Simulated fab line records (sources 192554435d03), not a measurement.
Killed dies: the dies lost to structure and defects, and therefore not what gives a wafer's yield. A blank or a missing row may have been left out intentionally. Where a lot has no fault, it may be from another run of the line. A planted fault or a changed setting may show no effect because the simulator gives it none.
Chamber matching | flow n5 finfet | 4 sister chambers for N5_BEOL_M5_ETCH_61 on rie diel-04
The step etches SiARC in CF4, target depth 15.6 nm, time 26 s. 16 wafers are shown with their chamber, then 8 later ones without.

## WAFERS, EACH WITH ITS CHAMBER
wafer  | chamber | showerhead plenum p Torr (Torr) | oes product au (a.u.) | throttle valve pct (%)
L075.1 | 3       | 2.15                            | 0.66                  | 15.89
L075.2 | 1       | 2.21                            | 0.58                  | 15.82
L075.3 | 0       | 2.09                            | 0.72                  | 15.60
L079.2 | 0       | 2.09                            | 0.71                  | 15.62
L079.4 | 1       | 2.20                            | 0.57                  | 15.84
L079.5 | 3       | 2.15                            | 0.65                  | 15.90
L086.1 | 2       | 2.09                            | 0.79                  | 15.63
L086.3 | 1       | 2.20                            | 0.57                  | 15.85
L086.5 | 2       | 2.09                            | 0.80                  | 15.63
L087.2 | 2       | 2.09                            | 0.79                  | 15.65
L087.4 | 0       | 2.08                            | 0.70                  | 15.63
L087.5 | 3       | 2.14                            | 0.65                  | 15.93
L088.1 | 2       | 2.09                            | 0.78                  | 15.63
L088.2 | 3       | 2.14                            | 0.64                  | 15.94
L088.4 | 0       | 2.08                            | 0.70                  | 15.65
L089.1 | 0       | 2.08                            | 0.69                  | 15.66

SIGNATURES (averages over the wafers above)
reading                  | chamber 0 | chamber 1 | chamber 2 | chamber 3 | scatter within a chamber
showerhead plenum p Torr | 2.0840    | 2.2033    | 2.0900    | 2.1450    | 0.00489
oes product au           | 0.7040    | 0.5733    | 0.7900    | 0.6500    | 0.00907
throttle valve pct       | 15.6320   | 15.8367   | 15.6350   | 15.9150   | 0.0199
Rule: a wafer lies at a distance from a chamber equal to the root of the sum of squares, over the readings, of (its reading less the chamber's mean, divided by the reading's scatter). The wafer belongs to the nearest chamber; if the next one is less than 2 further off, it can't be placed. The scatter: the root of (the sum of the squares of (reading less its chamber's mean) over the shown wafers, divided by (wafers less chambers)).

## WAFERS WITH NO CHAMBER GIVEN
wafer  | showerhead plenum p Torr (Torr) | oes product au (a.u.) | throttle valve pct (%)
L089.5 | 2.14                            | 0.64                  | 15.93
L089.6 | 2.08                            | 0.69                  | 15.66
L090.3 | 2.08                            | 0.78                  | 15.65
L090.5 | 2.08                            | 0.77                  | 15.66
L090.6 | 2.14                            | 0.64                  | 15.94
L091.1 | 2.08                            | 0.69                  | 15.66
L091.4 | 2.14                            | 0.64                  | 15.94
L091.5 | 2.08                            | 0.77                  | 15.66

## WHICH CHAMBER EACH ONE RAN IN
wafer  | from the rows above | in truth
L089.5 | 3                   | 3
L089.6 | 0                   | 0
L090.3 | 2                   | 2
L090.5 | 2                   | 2
L090.6 | 3                   | 3
L091.1 | 0                   | 0
L091.4 | 3                   | 3
L091.5 | 2                   | 2
Correct placement for 8 of the 8. Left unplaced by these rows: 0. 0 placed wrongly.
